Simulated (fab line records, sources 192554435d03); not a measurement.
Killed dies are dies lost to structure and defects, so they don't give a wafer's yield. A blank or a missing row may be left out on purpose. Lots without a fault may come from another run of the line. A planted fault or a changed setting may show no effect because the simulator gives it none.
Chamber matching | flow n5_finfet | N5_FIN_SAQP_HM_DEP_72 on pecvd-03: 3 sister chambers
The step deposits SiO2 from SiH4/N2O, target thk 12 nm, time 7.2 s. 6 wafers are shown with their chamber, then 8 later ones without.

WAFERS WITH THEIR CHAMBER
wafer  | chamber | showerhead_plenum_p_Torr (Torr) | heater_power_w (W)
L089.1 | 2       | 8.06                            | 702
L089.6 | 1       | 7.98                            | 826
L091.3 | 0       | 8.24                            | 549
L091.4 | 2       | 8.08                            | 758
L091.6 | 0       | 8.28                            | 547
L092.2 | 1       | 7.97                            | 797

WAFERS WITHOUT THEIR CHAMBER
wafer  | showerhead_plenum_p_Torr (Torr) | heater_power_w (W)
L092.3 | 8.07                            | 689
L092.5 | 8.25                            | 598
L095.1 | 8.05                            | 772
L095.2 | 8.26                            | 629
L095.3 | 7.99                            | 758
L097.1 | 8.00                            | 747
L097.3 | 8.08                            | 717
L097.4 | 8.26                            | 593

WHICH CHAMBER EACH WENT THROUGH
wafer  | from the rows above     | in truth
L092.3 | 2                       | 2
L092.5 | 0                       | 0
L095.1 | 2                       | 2
L095.2 | 0                       | 0
L095.3 | 1                       | 1
L097.1 | can't be placed: 1 or 2 | 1
L097.3 | 2                       | 2
L097.4 | 0                       | 0
Placed correctly: 7 of 8. Can't be placed from these rows: 1 (the true chamber is among the candidates in 1). Placed wrongly: 0.
How it was worked out, from the rows above alone: a wafer's distance from a chamber is the root of the sum, over the readings, of the square of ((its reading less the chamber's mean) divided by the reading's scatter). The wafer belongs to the nearest chamber; if the next one is less than 2 further off, it can't be placed. A chamber's mean is the mean of its shown wafers. The scatter: the root of (the sum of the squares of (reading less its chamber's mean) over the shown wafers, divided by (wafers less chambers)).
